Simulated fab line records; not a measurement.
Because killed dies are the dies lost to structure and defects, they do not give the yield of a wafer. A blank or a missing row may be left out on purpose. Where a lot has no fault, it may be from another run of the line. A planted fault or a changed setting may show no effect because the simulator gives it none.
Split-lot trial    flow n5-finfet    route with 1938 steps; 7 lots, 21 wafers read

== ABOUT THE SPLIT ==
At N5_SD_EPI_N_EPI_21 (deposits Si:P, time 690 s), the setting time-s was moved away from the recipe's 690 s on 6 of the 21 wafers read, by -18.4% to +18.3%. This setting was run at the recipe's value on the other wafers.

== FROM THE SPLIT TO THE READING: what the file shows between them, 9 steps ==
- N5_SD_EPI_N_EPI_MEAS_23
- N5_SD_EPI_N_PRECLEAN_24: cleans in O3/DIW, time 60 s
- N5_SD_EPI_N_SRD_25: time 30 s
- N5_SD_EPI_P_EPI_21: deposits SiGe:B, time 355 s
- N5_SD_EPI_P_HM_STRIP_48: strips SiNx in H3PO4, material SiNx, target depth 3 nm
- N5_SD_EPI_P_SRD_49: time 30 s
- N5_SD_EPI_P_PRECLEAN_24: cleans in O3/DIW, time 45 s
- N5_SD_ACTIVATION_RTA_00: time 0 s
- N5_SD_ACTIVATION_LSA_01: time 0.0008 s

== THE READING ==
Measured at N5_SD_ACTIVATION_RS_MEAS_03 by four-point probe: RS_SD_N, in ohm/sq. Typical for fault-free wafers on this fab line: 21.92 ohm/sq, with standard deviation 0.28 ohm/sq.

wafer   tool, chamber at the split  time-s as run, s  against the recipe  RS_SD_N, ohm/sq  against lot-mates on the recipe
L075.1  epi-rpcvd-02, 0             690               recipe              21.71            -
L075.2  epi-rpcvd-02, 0             690               recipe              21.86            -
L075.4  epi-rpcvd-02, 0             690               recipe              21.86            -
L079.3  epi-rpcvd-03, 0             690               recipe              22.63            -
L079.4  epi-rpcvd-03, 0             563.3             -18.4%              25.21            +2.65
L079.5  epi-rpcvd-03, 0             690               recipe              22.49            -
L086.2  epi-rpcvd-02, 0             690               recipe              21.72            -
L086.4  epi-rpcvd-02, 0             653.1             -5.3%               22.22            +0.70
L086.6  epi-rpcvd-02, 0             690               recipe              21.32            -
L087.3  epi-rpcvd-03, 0             690               recipe              21.72            -
L087.5  epi-rpcvd-03, 0             690               recipe              21.78            -
L087.6  epi-rpcvd-03, 0             816.4             +18.3%              19.02            -2.73
L091.2  epi-rpcvd-02, 0             690               recipe              21.87            -
L091.3  epi-rpcvd-02, 0             690               recipe              21.78            -
L091.4  epi-rpcvd-02, 0             690               recipe              21.96            -
L096.3  epi-rpcvd-02, 0             690               recipe              21.90            -
L096.4  epi-rpcvd-02, 0             690               recipe              22.39            -
L096.5  epi-rpcvd-02, 0             603.5             -12.5%              24.45            +2.30
L095.1  epi-rpcvd-04, 0             815.6             +18.2%              19.62            -2.04
L095.4  epi-rpcvd-04, 0             690               recipe              21.66            -
L095.5  epi-rpcvd-04, 0             815.6             +18.2%              19.46            -2.20

THE FIT
A straight line over all 21 wafers: RS_SD_N changes by -0.154 ohm/sq for each +1% of time-s; r = -0.96; the points scatter about the line by 0.38 ohm/sq.
The same after taking each lot's own level away (the mean of its wafers on the recipe; 21 wafers): -0.138 ohm/sq for each +1%; r = -0.98; scatter 0.21 ohm/sq.
According to that fit, moving time-s by its largest amount changes the reading by 2.5 ohm/sq.
The lots' own levels span 21.520 to 22.560 ohm/sq, that is 3.7 times the standard deviation above.
In other words, the slope is changed by the lot-to-lot level; the two fits disagree.
Check: +2.56 ohm/sq against its lot-mates is what the line predicts for one of the wafers moved furthest among these (-18.4%) when that wafer is left out of the fit. It came out at +2.65 ohm/sq against them.

== THE OTHER SPLITS THESE WAFERS WENT THROUGH ==
Note: prior to the reading, these wafers also went through further splits. Each is held against what the fit with the lots' levels taken away leaves over:
other split on the same wafers             wafers away from the commonest value  r with RS_SD_N (lot level and that fit taken away)
N5_ZERO_LAYER_ETCH_18 bias-w               9                                     -0.13
N5_PMOS_HMC_CHANNEL_EPI_PEB_07 peb-time-s  7                                     -0.23
N5_FIN_SAQP_EXPOSE_13 dose-mj              8                                     -0.09
N5_DUMMY_GATE_COAT_28 spin-rpm             8                                     -0.17

== THE WHOLE CHAIN: every reading that the file lists as answering this split, in the file's order ==
step                         what it does                                            reading                                                                          change (the file's fit)                r (the file's)
N5_SD_EPI_N_EPI_21           deposits Si:P, time 690 s                               Si-P_of_SD_EPI_N_EPI_21.thk-nm (the simulator's own value, which no gauge read)  +0.371 nm for each +1% of the setting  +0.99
N5_SD_EPI_N_EPI_MEAS_23                                                              thk-nm                                                                           withheld for each +1% of the setting   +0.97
N5_SD_EPI_P_HM_STRIP_48      strips SiNx in H3PO4, material SiNx, target depth 3 nm  Si-P_of_SD_EPI_N_EPI_21.thk-nm (the simulator's own value, which no gauge read)  +0.365 nm for each +1% of the setting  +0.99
N5_SD_ACTIVATION_RS_MEAS_03  measures by four-point-probe                            RS_SD_N                                                                          -0.143 for each +1% of the setting     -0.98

== THE FILE'S OWN FIT ==
RS_SD_N changes by -0.143 ohm/sq for each +1% of time-s, r = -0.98.
